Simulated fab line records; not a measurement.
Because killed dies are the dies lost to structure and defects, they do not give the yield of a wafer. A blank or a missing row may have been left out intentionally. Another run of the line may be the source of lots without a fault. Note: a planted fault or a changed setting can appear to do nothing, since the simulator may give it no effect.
fab line records	flow nand_harc
record: lots: 7	wafers: 21	last_day: 32
route steps=1302 shown A_STAIRCASE@693 END@1302
lots with no fault: from the same line, run without faults
start_h: hours from the record's first day to the start of the lot's first wafer shown	wait_h: hours since the lot's step before	" the same as in the row above	L1.1+2: a single row standing in for several wafers	- no value present, or no start provided	* or withheld: withheld	< > ~ a bound
route shown NAME@n: NAME is a module with steps in the file, n the number in the route of the first one	usual: mean/standard deviation of fault-free wafers	same: alike in all rows	chamber/n: place in a boat	sites: per-site readings	_std_site: standard deviation across them	_edge_site: mean of outer sites minus mean of inner sites	radius_mm: for every site, how far away it sits from the centre of the wafer	mask NAME#n: copy n	behind: the most recent tool/chamber to have shaped the wafer	hold: reason for holding the lot/hours on hold/outcome of the hold	device: transistor that didn't switch, given as n, p or np	end of line: tests run on the same wafers once the route is complete	step lacking rows: just its recipe	killed: dies lost to structure and defects at the first sort, not the wafer's yield	map: a wafer's dies, x killed, . not, _ none there
set.NAME: the setting that was run; set.NAME@STEP: the one run at that earlier step	model.NAME: the simulator's own value behind a step, which no gauge read
lots at selected steps of the route; one table per step, one row per wafer
services: when a tool's chamber went out of use (start_h, in hours from the record's first day, below 0 if earlier), for how many hours, and the reason
== steps ==
step: NHARC_A_STAIRCASE_SOFTBAKE_179
recipe: temp_c: 135	time_s: 170
step: NHARC_A_STAIRCASE_EBR_180
step: NHARC_A_STAIRCASE_EXPOSE_181
recipe: na: 0.5	dose_mj: 27.87	mask_id: STAIR_2
step: NHARC_A_STAIRCASE_PEB_182
recipe: peb_temp_c: 115	peb_time_s: 130
step: NHARC_A_STAIRCASE_DEVELOP_183
recipe: time_s: 140
step: NHARC_A_STAIRCASE_HARDBAKE_185
recipe: temp_c: 120	time_s: 140
step: NHARC_A_STAIRCASE_DESCUM_186
recipe: time_s: 3	o2_flow_sccm: 200	ar_flow_sccm: 0	bias_power_w: 0	chemistry: O2
usual: drypump_motor_current_A: 5.8/0.5	mfc_ar_sccm: 0.011/0.012	o2_flow_sccm: 200.1/0.65	oes_product_au: 1.000/0.013	rf_vpp_V: 57.6/0.92	showerhead_plenum_p_Torr: 1.87/0.088	throttle_valve_pct: 11.310/0.0092
lot.wafer	tool	chamber	start_h	wait_h	drypump_motor_current_A	mfc_ar_sccm	o2_flow_sccm	oes_product_au	rf_hours_counter_h	rf_vpp_V	showerhead_plenum_p_Torr	throttle_valve_pct
L485.1	rie_diel-04	0	406.71	-	5.4	0.027	200.3	0.985	12	56.4	1.79	11.316
L485.6	"	3	"	"	6.6	0.012	199.5	1.028	-	58.0	1.97	11.317
L485.5	"	0	"	"	5.3	0.027	198.9	0.990	-	57.0	1.79	11.326
L490.2	rie_diel-04	2	454.36	-	5.7	0.019	200.6	1.022	29	57.7	1.79	11.302
L490.3	"	3	"	"	6.6	0.012	200.9	1.017	33	58.8	1.96	11.315
L490.5	"	0	"	"	5.3	0.027	200.3	0.980	-	55.8	1.79	11.310
L489.3	rie_diel-04	0	455.36	-	5.3	0.027	200.3	0.977	31	58.0	1.79	11.315
L489.2	"	1	"	"	6.6	0	200.0	0.993	28	57.4	1.95	11.307
L489.4	"	3	"	"	6.5	0.012	200.1	1.020	33	57.6	1.96	11.290
L492.4	rie_diel-10	1	461.39	-	5.2	0	199.4	0.999	11	58.7	1.98	11.312
L492.6	"	1	"	"	5.2	0	200.0	1.014	-	58.6	1.98	11.305
L492.5	"	2	"	"	5.5	0	200.1	1.012	-	57.3	1.77	11.311
L494.2	rie_diel-04	0	496.22	-	5.3	0.027	200.4	0.975	43	56.1	1.78	11.311
L494.4	"	2	"	"	5.7	0.019	200.5	1.025	-	55.4	1.79	11.296
L494.5	"	0	"	"	5.4	0.027	200.3	0.988	-	58.7	1.78	11.314
L499.1	rie_diel-10	3	546.95	-	6.1	0.033	201.5	0.997	45	59.5	1.89	11.309
L499.4	"	0	"	"	6.2	0	200.5	0.990	-	57.6	1.77	11.312
L499.5	"	1	"	"	5.2	0	200.0	0.991	-	58.4	1.97	11.317
L500.1	rie_diel-05	3	558.21	-	5.6	0	199.8	0.972	42	59.5	2.04	11.315
L500.2	"	0	"	"	5.8	0.014	199.5	1.004	42	57.4	1.93	11.315
L500.5	"	3	"	"	5.7	0	199.4	0.982	-	58.7	2.04	11.304
step: NHARC_A_STAIRCASE_TRIM_187
recipe: time_s: 211.2	o2_flow_sccm: 500	ar_flow_sccm: 0	bias_w: 0	chemistry: O2
step: NHARC_A_STAIRCASE_ETCH_188
recipe: target_depth_a: 1000	time_s: 40.5	ion_energy_ev: 400	c4f8_flow_sccm: 20	o2_flow_sccm: 10	ar_flow_sccm: withheld	rf_w: 600	bias_w: 1000	chemistry: C4F8/O2
usual: oes_product_au: 0.946/0.015	rf_vpp_V: 893/5.6
lot.wafer	tool	chamber	start_h	wait_h	oes_product_au	rf_hours_counter_h	rf_vpp_V
L485.1	rie_diel-04	1	-	-	0.949	13	900
L485.5	"	0	"	"	0.931	-	888
L485.6	"	1	"	"	0.949	-	899
L490.2	rie_diel-04	2	-	-	0.962	29	887
L490.3	"	3	"	"	0.959	33	898
L490.5	"	2	"	"	0.967	-	888
L489.2	rie_diel-04	2	-	-	0.960	29	886
L489.4	"	3	"	"	0.949	33	898
L489.3	"	1	"	"	0.924	28	900
L492.4	rie_diel-10	1	-	-	0.950	11	900
L492.5	"	0	"	"	0.938	-	887
L492.6	"	1	"	"	0.951	-	899
L494.2	rie_diel-04	1	-	-	0.956	38	901
L494.5	"	0	"	"	0.939	-	887
L494.4	"	1	"	"	0.948	-	898
L499.1	rie_diel-10	0	-	-	0.920	46	887
L499.4	"	3	"	"	0.932	-	896
L499.5	"	0	"	"	0.935	-	886
L500.1	rie_diel-05	1	-	-	0.947	40	891
L500.2	"	3	"	"	0.946	42	905
L500.5	"	0	"	"	0.963	-	897
step: NHARC_A_STAIRCASE_TRIM_189
recipe: time_s: 211.2	o2_flow_sccm: 500	ar_flow_sccm: 0	bias_w: 0	chemistry: O2
usual: chamber_pressure_mTorr: 60.00/0.053	drypump_motor_current_A: 5.9/0.48	mfc_ar_sccm: 0.012/0.012	o2_flow_sccm: 500.2/1.5	oes_product_au: 1.001/0.014	rf_vpp_V: 57.5/0.93	showerhead_plenum_p_Torr: 3.46/0.15	throttle_valve_pct: 17.037/0.0095
same: bias_w: 0
lot.wafer	tool	chamber	start_h	wait_h	chamber_pressure_mTorr	drypump_motor_current_A	mfc_ar_sccm	o2_flow_sccm	oes_product_au	rf_hours_counter_h	rf_vpp_V	showerhead_plenum_p_Torr	throttle_valve_pct
L485.1	rie_diel-04	0	-	-	60.00	5.4	0.027	497.8	0.989	12	57.7	3.32	17.026
L485.6	"	2	"	"	59.96	5.8	0.019	500.7	1.013	-	57.4	3.32	17.047
L485.5	"	3	"	"	60.08	6.6	0.012	502.6	1.015	-	58.5	3.62	17.050
L490.3	rie_diel-04	1	-	-	60.00	6.6	0	499.1	1.001	28	57.9	3.60	17.052
L490.2	"	2	"	"	60.04	5.8	0.019	503.1	1.027	29	57.8	3.31	17.027
L490.5	"	2	"	"	59.99	5.8	0.019	503.6	1.017	-	55.7	3.31	17.043
L489.4	rie_diel-04	3	-	-	60.02	6.6	0.012	501.7	1.023	33	58.6	3.61	17.031
L489.2	"	0	"	"	59.91	5.3	0.027	496.3	0.987	31	57.3	3.31	17.050
L489.3	"	2	"	"	59.97	5.7	0.019	498.7	1.017	30	56.7	3.31	17.044
L492.4	rie_diel-10	0	-	-	60.01	6.1	0	498.5	0.979	11	57.3	3.29	17.035
L492.6	"	3	"	"	59.95	6.1	0.033	498.9	0.985	-	57.2	3.51	17.050
L492.5	"	0	"	"	60.01	6.1	0	500.4	0.978	-	57.5	3.29	17.030
L494.2	rie_diel-04	1	-	-	59.96	6.6	0	500.8	1.000	38	58.4	3.59	17.039
L494.4	"	1	"	"	60.07	6.6	0	500.0	1.005	-	57.5	3.59	17.028
L494.5	"	2	"	"	60.00	5.8	0.019	499.4	1.021	-	57.3	3.31	17.025
L499.1	rie_diel-10	3	-	-	59.92	6.1	0.033	499.5	0.990	45	58.9	3.49	17.036
L499.5	"	3	"	"	60.02	6.1	0.033	501.4	0.995	-	58.1	3.49	17.036
L499.4	"	0	"	"	60.07	6.1	0	501.3	0.984	-	57.3	3.28	17.031
L500.1	rie_diel-05	2	-	-	60.02	5.5	0.025	499.3	1.021	41	57.6	3.44	17.011
L500.2	"	3	"	"	60.04	5.7	0	501.1	0.973	42	58.7	3.75	17.036
L500.5	"	3	"	"	60.05	5.7	0	499.9	0.973	-	58.2	3.75	17.024
step: NHARC_A_STAIRCASE_ETCH_190
recipe: target_depth_a: 1000	time_s: 40.5	ion_energy_ev: 400	c4f8_flow_sccm: 20	o2_flow_sccm: 10	ar_flow_sccm: withheld	rf_w: 600	bias_w: 1000	chemistry: C4F8/O2
usual: oes_product_au: 0.946/0.015	rf_vpp_V: 893/5.5
lot.wafer	tool	chamber	start_h	wait_h	oes_product_au	rf_hours_counter_h	rf_vpp_V
L485.1	rie_diel-04	1	-	-	0.944	13	900
L485.5	"	3	"	"	0.946	-	899
L485.6	"	0	"	"	0.930	-	889
L490.3	rie_diel-04	0	-	-	0.935	31	887
L490.2	"	2	"	"	0.965	29	888
L490.5	"	0	"	"	0.935	-	887
L489.3	rie_diel-04	2	-	-	0.973	30	889
L489.2	"	3	"	"	0.953	33	898
L489.4	"	0	"	"	0.921	31	887
L492.4	rie_diel-10	0	-	-	0.933	11	888
L492.5	"	3	"	"	0.940	-	896
L492.6	"	0	"	"	0.928	-	886
L494.2	rie_diel-04	2	-	-	0.961	39	888
L494.5	"	1	"	"	0.947	-	899
L494.4	"	2	"	"	0.952	-	887
L499.1	rie_diel-10	3	-	-	0.932	46	894
L499.4	"	3	"	"	0.936	-	895
L499.5	"	0	"	"	0.930	-	887
L500.1	rie_diel-05	0	-	-	0.953	42	897
L500.2	"	3	"	"	0.923	42	904
L500.5	"	0	"	"	0.953	-	897
step: NHARC_A_STAIRCASE_TRIM_191
recipe: time_s: 211.2	o2_flow_sccm: 500	ar_flow_sccm: 0	bias_w: 0	chemistry: O2
usual: bias_w: 0/0	chamber_pressure_mTorr: 60.00/0.056	drypump_motor_current_A: 5.9/0.49	mfc_ar_sccm: 0.012/0.012	o2_flow_sccm: 500.2/1.5	oes_product_au: 1.001/0.014	rf_vpp_V: 57.6/0.88	showerhead_plenum_p_Torr: 3.46/0.15	throttle_valve_pct: 17.037/0.01
lot.wafer	tool	chamber	start_h	wait_h	bias_w	chamber_pressure_mTorr	drypump_motor_current_A	mfc_ar_sccm	o2_flow_sccm	oes_product_au	rf_hours_counter_h	rf_vpp_V	showerhead_plenum_p_Torr	throttle_valve_pct
L485.1	rie_diel-04	2	407.28	-	0	59.94	5.8	0.019	500.7	1.022	11	57.6	3.32	17.039
L485.5	"	0	"	"	0	60.07	5.3	0.027	497.5	0.996	-	58.6	3.32	17.035
L485.6	"	1	"	"	0	59.97	6.5	0	500.8	1.012	-	58.0	3.61	17.024
L490.2	rie_diel-04	1	454.92	-	-	-	-	-	-	-	-	-	-	-
L490.3	"	2	"	"	-	-	-	-	-	-	-	-	-	-
L490.5	"	3	"	"	-	-	-	-	-	-	-	-	-	-
L489.3	rie_diel-04	0	455.93	-	-	-	-	-	-	-	-	-	-	-
L489.4	"	2	"	"	-	-	-	-	-	-	-	-	-	-
L489.2	"	3	"	"	-	-	-	-	-	-	-	-	-	-
L492.4	rie_diel-10	2	461.94	-	-	-	-	-	-	-	-	-	-	-
L492.5	"	1	"	"	-	-	-	-	-	-	-	-	-	-
L492.6	"	2	"	"	-	-	-	-	-	-	-	-	-	-
L494.2	rie_diel-04	2	496.85	-	0	59.98	5.8	0.019	498.2	1.018	39	57.6	3.31	17.047
L494.4	"	2	"	"	0	60.05	5.8	0.019	499.8	1.021	-	56.5	3.31	17.015
L494.5	"	1	"	"	0	60.09	6.6	0	500.4	1.007	-	58.1	3.59	17.042
L499.1	rie_diel-10	1	547.59	-	0	59.95	5.2	0	501.5	0.993	38	58.6	3.62	17.031
L499.4	"	1	"	"	0	60.00	5.2	0	501.8	0.982	-	58.9	3.62	17.052
L499.5	"	3	"	"	0	60.03	6.1	0.033	499.0	0.984	-	58.0	3.49	17.042
L500.2	rie_diel-05	3	558.76	-	0	59.93	5.7	0	499.7	0.983	42	58.5	3.75	17.046
L500.1	"	0	"	"	0	59.96	5.8	0.014	501.3	1.011	42	56.7	3.56	17.046
L500.5	"	0	"	"	0	59.93	5.8	0.014	500.1	1.008	-	58.7	3.56	17.067
step: NHARC_A_STAIRCASE_ETCH_192
recipe: target_depth_a: 1000	time_s: 40.5	ion_energy_ev: 400	c4f8_flow_sccm: 20	o2_flow_sccm: 10	ar_flow_sccm: withheld	rf_w: 600	bias_w: 1000	chemistry: C4F8/O2
usual: oes_product_au: 0.942/0.014	rf_vpp_V: 894/5.7
lot.wafer	tool	chamber	start_h	wait_h	oes_product_au	rf_hours_counter_h	rf_vpp_V
L485.1	rie_diel-04	3	-	-	0.953	11	899
L485.5	"	2	"	"	0.955	-	888
L485.6	"	3	"	"	0.964	-	899
L490.3	rie_diel-04	0	-	-	0.929	31	888
L490.2	"	2	"	"	0.971	29	889
L490.5	"	0	"	"	0.931	-	887
L489.3	rie_diel-04	2	-	-	0.978	30	890
L489.2	"	3	"	"	0.958	33	899
L489.4	"	1	"	"	0.942	28	899
L492.4	rie_diel-10	2	-	-	0.957	10	887
L492.5	"	0	"	"	0.920	-	888
L492.6	"	1	"	"	0.946	-	900
L494.2	rie_diel-04	0	-	-	0.940	43	888
L494.5	"	2	"	"	0.968	-	887
L494.4	"	0	"	"	0.929	-	886
L499.1	rie_diel-10	3	-	-	0.925	46	896
L499.4	"	1	"	"	0.934	-	898
L499.5	"	3	"	"	0.934	-	895
L500.2	rie_diel-05	2	-	-	0.950	41	894
L500.1	"	3	"	"	0.930	42	905
L500.5	"	2	"	"	0.964	-	892
step: NHARC_END_SORT_01
recipe: temp_c: 25
usual: killed_at_array: 52/17	killed_at_other: 1.2/1.4	killed_at_periphery: 4.7/2.9	killed_dies: 58/17	killed_open: 3.2/1.9	killed_short: 2.4/1.4
same: gross_dies: 677
lot.wafer	tool	chamber	start_h	wait_h	killed_at_array	killed_at_other	killed_at_periphery	killed_dies	killed_open	killed_short
L490.2	prober-01	0	656.38	2.8	665	1	11	677	4	4
L490.3	prober-01	0	657.18	3.1	665	2	10	677	4	3
L490.5	prober-01	0	658.77	3.7	661	2	14	677	7	1
L489.2	prober-02	0	661.52	2.8	663	7	7	677	1	3
L489.3	prober-02	0	662.32	3.1	669	3	5	677	6	2
L489.4	prober-02	0	663.12	3.4	668	1	8	677	3	2
L492.4	prober-02	0	670.91	3.4	671	1	5	677	5	3
L492.5	prober-02	0	671.71	3.7	669	3	5	677	3	5
L492.6	prober-02	0	672.51	4.0	673	1	3	677	6	0
L494.2	prober-02	0	698.75	2.8	51	0	8	59	3	3
L494.4	prober-02	0	700.38	3.4	42	0	2	44	1	1
L494.5	prober-02	0	701.20	3.8	32	0	6	38	7	2
L499.1	prober-01	0	762.05	2.5	44	1	2	47	5	2
L499.4	prober-01	0	764.46	3.4	48	1	5	54	3	2
L499.5	prober-01	0	765.27	3.7	58	4	5	67	3	1
killed by level:class
L490.2 A_STAIRCASE:area_trim=624 A_SLIT:chamber_film_flake=20 A_CHANNEL_HOLE_D1:chamber_film_flake=8 P_GATE:chamber_film_flake=6 A_CHANNEL_HOLE_D2:unspecified=3 A_CHANNEL_FILL_D2:geometric_particle:short=2 P_STI:chamber_film_flake=2 A_DECK1_JOINT:chamber_film_flake=2
L490.3 A_STAIRCASE:area_trim=616 A_SLIT:chamber_film_flake=31 P_GATE:chamber_film_flake=7 A_CHANNEL_HOLE_D1:chamber_film_flake=5 A_CONTACT:chamber_film_flake=4 A_CHANNEL_FILL_D1:geometric_particle:short=2 A_WL_FILL:geometric_particle:open=2 P_STI:chamber_film_flake=2
L490.5 A_STAIRCASE:area_trim=620 A_SLIT:chamber_film_flake=23 P_GATE:chamber_film_flake=7 A_CONTACT:chamber_film_flake=5 P_STI:chamber_film_flake=3 A_CHANNEL_HOLE_D1:chamber_film_flake=3 A_SGD_CUT:geometric_particle:open=2 THIN_TSV:chamber_film_flake=2
L489.2 A_STAIRCASE:area_trim=588 A_CHANNEL_HOLE_D1:chamber_film_flake=34 A_SLIT:chamber_film_flake=23 THIN_TSV:chamber_film_flake=7 A_CHANNEL_HOLE_D2:chamber_film_flake=6 A_CONTACT:chamber_film_flake=5 A_BLC:chamber_film_flake=4 P_GATE:chamber_film_flake=3
L489.3 A_STAIRCASE:area_trim=576 A_SLIT:chamber_film_flake=32 A_CHANNEL_HOLE_D1:chamber_film_flake=30 A_CHANNEL_HOLE_D2:chamber_film_flake=13 A_CONTACT:chamber_film_flake=7 P_GATE:chamber_film_flake=3 THIN_TSV:chamber_film_flake=3 P_CONTACT:geometric_particle:open=1
L489.4 A_STAIRCASE:area_trim=600 A_CHANNEL_HOLE_D2:chamber_film_flake=21 A_SLIT:chamber_film_flake=21 A_CHANNEL_HOLE_D1:chamber_film_flake=11 P_GATE:chamber_film_flake=4 A_CONTACT:chamber_film_flake=4 A_CHANNEL_FILL_D1:geometric_particle:short=2 A_CHANNEL_HOLE_D2:geometric_particle:open=2
L492.4 A_STAIRCASE:area_trim=635 A_CHANNEL_HOLE_D2:chamber_film_flake=14 A_CONTACT:chamber_film_flake=10 A_CHANNEL_HOLE_D1:chamber_film_flake=3 P_M0:geometric_particle:short=2 P_CONTACT:chamber_film_flake=2 A_CHANNEL_FILL_D2:chamber_film_flake=2 P_CONTACT:geometric_particle:open=1
L492.5 A_STAIRCASE:area_trim=638 A_CHANNEL_HOLE_D2:chamber_film_flake=10 A_CHANNEL_HOLE_D1:chamber_film_flake=9 A_WL_FILL:chamber_film_flake=3 THIN_TSV:chamber_film_flake=3 A_ONON_D1:geometric_particle:short=2 P_GATE:geometric_particle:short=1 P_CONTACT:geometric_particle:open=1
L492.6 A_STAIRCASE:area_trim=625 A_CHANNEL_HOLE_D2:chamber_film_flake=20 A_CONTACT:chamber_film_flake=8 A_CHANNEL_HOLE_D1:chamber_film_flake=4 A_STAIRCASE:chamber_film_flake=3 A_SLIT:chamber_film_flake=3 A_BLC:chamber_film_flake=3 P_GATE:geometric_particle:open=2
L494.2 A_CHANNEL_HOLE_D2:chamber_film_flake=20 A_CONTACT:chamber_film_flake=10 A_CHANNEL_HOLE_D1:chamber_film_flake=7 A_STAIRCASE:chamber_film_flake=5 A_SLIT:chamber_film_flake=3 A_BLC:chamber_film_flake=3 P_GATE:geometric_particle:open=2 P_ZERO_WELL:chamber_film_flake=2
L494.4 A_CHANNEL_HOLE_D2:chamber_film_flake=21 A_CHANNEL_HOLE_D1:chamber_film_flake=9 A_SLIT:chamber_film_flake=4 A_CONTACT:chamber_film_flake=3 A_ZERO_WELL:chamber_film_flake=2 A_STAIRCASE:chamber_film_flake=2 P_CONTACT:geometric_particle:open=1 A_CHANNEL_FILL_D1:geometric_particle:short=1
L494.5 A_CHANNEL_HOLE_D2:chamber_film_flake=13 A_CHANNEL_HOLE_D1:chamber_film_flake=5 A_CONTACT:chamber_film_flake=5 A_SLIT:chamber_film_flake=3 P_M0:geometric_particle:open=2 A_ONON_D1:geometric_particle:open=2 A_CHANNEL_FILL_D1:geometric_particle:open=2 P_GATE:geometric_particle:open=1
L499.1 A_SLIT:chamber_film_flake=17 A_CHANNEL_HOLE_D2:chamber_film_flake=6 A_STAIRCASE:chamber_film_flake=6 A_CHANNEL_HOLE_D1:chamber_film_flake=5 A_BLC:geometric_particle:open=2 A_CHANNEL_FILL_D1:chamber_film_flake=2 A_CONTACT:chamber_film_flake=2 P_M0:geometric_particle:open=1
L499.4 A_CHANNEL_HOLE_D1:chamber_film_flake=13 A_CHANNEL_HOLE_D2:chamber_film_flake=13 A_SLIT:chamber_film_flake=12 P_STI:chamber_film_flake=4 A_STAIRCASE:chamber_film_flake=3 A_CONTACT:chamber_film_flake=3 P_M1:geometric_particle:open=1 A_CHANNEL_FILL_D1:geometric_particle:open=1
L499.5 A_SLIT:chamber_film_flake=28 A_CHANNEL_HOLE_D2:chamber_film_flake=14 A_CHANNEL_HOLE_D1:chamber_film_flake=8 A_STAIRCASE:chamber_film_flake=4 THIN_TSV:chamber_film_flake=3 P_BONDPAD:chamber_film_flake=2 P_M0:geometric_particle:open=1 A_CHANNEL_FILL_D1:geometric_particle:open=1
map L489.2 (x killed, . not)
____________x____________
_________xxxxxxx_________
_______xxxxxxxxxxx_______
______xxxxxxxxxxxxx______
_____xxxxxxxxxxxxxxx_____
____xxxxxxxxxxxxxxxxx____
____xxxxxxxxxxxxxxxxx____
___xxxxxxxxxxxxxxxxxxx___
___xxxxxxxxxxxxxxxxxxx___
__xxxxxxxxxxxxxxxxxxxxx__
__xxxxxxxxxxxxxxxxxxxxx__
_xxxxxxxxxxxxxxxxxxxxxxx_
_xxxxxxxxxxxxxxxxxxxxxxx_
_xxxxxxxxxxxxxxxxxxxxxxx_
_xxxxxxxxxxxxxxxxxxxxxxx_
_xxxxxxxxxxxxxxxxxxxxxxx_
xxxxxxxxxxxxxxxxxxxxxxxxx
xxxxxxxxxxxxxxxxxxxxxxxxx
xxxxxxxxxxxxxxxxxxxxxxxxx
xxxxxxxxxxxxxxxxxxxxxxxxx
xxxxxxxxxxxxxxxxxxxxxxxxx
_xxxxxxxxxxxxxxxxxxxxxxx_
_xxxxxxxxxxxxxxxxxxxxxxx_
_xxxxxxxxxxxxxxxxxxxxxxx_
_xxxxxxxxxxxxxxxxxxxxxxx_
_xxxxxxxxxxxxxxxxxxxxxxx_
__xxxxxxxxxxxxxxxxxxxxx__
__xxxxxxxxxxxxxxxxxxxxx__
___xxxxxxxxxxxxxxxxxxx___
___xxxxxxxxxxxxxxxxxxx___
____xxxxxxxxxxxxxxxxx____
____xxxxxxxxxxxxxxxxx____
_____xxxxxxxxxxxxxxx_____
______xxxxxxxxxxxxx______
_______xxxxxxxxxxx_______
_________xxxxxxx_________
____________x____________
map L490.2 (x killed, . not)
____________x____________
_________xxxxxxx_________
_______xxxxxxxxxxx_______
______xxxxxxxxxxxxx______
_____xxxxxxxxxxxxxxx_____
____xxxxxxxxxxxxxxxxx____
____xxxxxxxxxxxxxxxxx____
___xxxxxxxxxxxxxxxxxxx___
___xxxxxxxxxxxxxxxxxxx___
__xxxxxxxxxxxxxxxxxxxxx__
__xxxxxxxxxxxxxxxxxxxxx__
_xxxxxxxxxxxxxxxxxxxxxxx_
_xxxxxxxxxxxxxxxxxxxxxxx_
_xxxxxxxxxxxxxxxxxxxxxxx_
_xxxxxxxxxxxxxxxxxxxxxxx_
_xxxxxxxxxxxxxxxxxxxxxxx_
xxxxxxxxxxxxxxxxxxxxxxxxx
xxxxxxxxxxxxxxxxxxxxxxxxx
xxxxxxxxxxxxxxxxxxxxxxxxx
xxxxxxxxxxxxxxxxxxxxxxxxx
xxxxxxxxxxxxxxxxxxxxxxxxx
_xxxxxxxxxxxxxxxxxxxxxxx_
_xxxxxxxxxxxxxxxxxxxxxxx_
_xxxxxxxxxxxxxxxxxxxxxxx_
_xxxxxxxxxxxxxxxxxxxxxxx_
_xxxxxxxxxxxxxxxxxxxxxxx_
__xxxxxxxxxxxxxxxxxxxxx__
__xxxxxxxxxxxxxxxxxxxxx__
___xxxxxxxxxxxxxxxxxxx___
___xxxxxxxxxxxxxxxxxxx___
____xxxxxxxxxxxxxxxxx____
____xxxxxxxxxxxxxxxxx____
_____xxxxxxxxxxxxxxx_____
______xxxxxxxxxxxxx______
_______xxxxxxxxxxx_______
_________xxxxxxx_________
____________x____________
== services ==
tool	chamber	start_h	hours	kind
rie_diel-04	2	384.20	2.6	repair
rie_diel-04	0	389.32	-	clean
rie_diel-04	1	389.32	-	clean
rie_diel-04	2	389.32	-	clean
rie_diel-04	3	389.32	-	clean
rie_diel-05	-	410.51	9.0	pm
rie_diel-04	0	413.87	-	clean
rie_diel-04	1	413.87	-	clean
rie_diel-04	2	413.87	-	clean
rie_diel-04	3	413.87	-	clean
rie_diel-10	-	421.86	9.0	pm
rie_diel-05	3	424.54	4.8	repair
rie_diel-04	0	438.37	-	clean
rie_diel-04	1	438.37	-	clean
rie_diel-04	2	438.37	-	clean
rie_diel-04	3	438.37	-	clean
rie_diel-04	0	462.87	-	clean
rie_diel-04	1	462.87	-	clean
rie_diel-04	2	462.87	-	clean
rie_diel-04	3	462.87	-	clean
rie_diel-10	1	482.68	6.5	repair
rie_diel-04	3	494.50	4.0	repair
rie_diel-04	-	532.68	9.0	pm
rie_diel-10	2	543.91	4.8	repair
== key ==
first_sign: step: NHARC_A_STAIRCASE_TRIM_191	reading: tool_record	direction: missing
effect: step: NHARC_END_SORT_01	reading: killed_at_array	direction: up	sigmas: 37	usual: 52	struck: 667
more_kills_born_at: NHARC_A_STAIRCASE_TRIM_191@rie_diel-04: 3621	NHARC_A_STAIRCASE_TRIM_191@rie_diel-10: 1899
met_at NHARC_A_STAIRCASE_TRIM_191
struck_wafers L489.2,L489.3,L489.4,L490.2,L490.3,L490.5,L492.4,L492.5,L492.6
later_rows_left_out L489.2,L489.3,L489.4,L490.2,L490.3,L490.5,L492.4,L492.5,L492.6
tester_left_out L489,L490,L492
onset_between 407.28 454.92
fault: kind: skipped_step_whole	tool: rie_diel-04,rie_diel-10	chamber: -	onset_h: 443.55	steps: NHARC_A_STAIRCASE_TRIM_191	scope: struck_lots_only
tester_left_out: of these lots the tester's yield and bins aren't shown, on N5 and GAA mostly nor the transistor test; their killed dies are dies lost to structure and defects alone, not to doping, threshold or leakage, so they don't give the yield
later_rows_left_out: the simulator's readings of these wafers behind a module that went badly wrong aren't trusted and aren't shown, but for the sort
